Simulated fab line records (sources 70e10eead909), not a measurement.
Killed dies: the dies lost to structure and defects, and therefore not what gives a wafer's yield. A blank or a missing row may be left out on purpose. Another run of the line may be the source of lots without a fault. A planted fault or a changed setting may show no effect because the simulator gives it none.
Chamber matching	flow nandHarc	NHARC_A_SLIT_ETCH_29 on rieDiel-10 has 4 sister chambers
The step etches the open film in CF4/O2, target depth 100 nm, overetch 10 nm, time 55 s. 4 wafers are shown with their chamber, then 12 later ones without.

WAFERS PAIRED WITH THEIR CHAMBERS
wafer	chamber	showerheadPlenumPTorr (Torr)
L082.2	0	1.36
L084.5	2	1.29
L088.5	3	1.35
L088.6	1	1.41

WAFERS MISSING THEIR CHAMBER
wafer	showerheadPlenumPTorr (Torr)
L094.3	1.36
L094.4	1.41
L094.5	1.41
L093.2	1.29
L093.3	1.41
L093.5	1.29
L096.3	1.35
L096.5	1.36
L096.6	1.35
L097.2	1.28
L097.5	1.28
L097.6	1.36

THE CHAMBER EACH PASSED THROUGH
wafer	from the rows above	in truth
L094.3	0	0
L094.4	1	1
L094.5	1	1
L093.2	2	2
L093.3	1	1
L093.5	2	2
L096.3	3	3
L096.5	0	0
L096.6	3	3
L097.2	2	2
L097.5	2	2
L097.6	0	0
12 of 12 placed correctly. Number that these rows cannot place: 0. Placed wrongly: 0.
How it was worked out, from the rows above alone: a wafer's distance from a chamber is the root of the sum, over the readings, of the square of ((its reading less the chamber's mean) divided by the reading's scatter). If the next closest chamber is less than 2 further off than the closest, the wafer can't be placed; otherwise it belongs to the closest. Each chamber's mean is taken over the wafers shown for it. The scatter: root of mean squared gap, hidden wafer to nearest shown wafer, with one shown wafer a chamber.
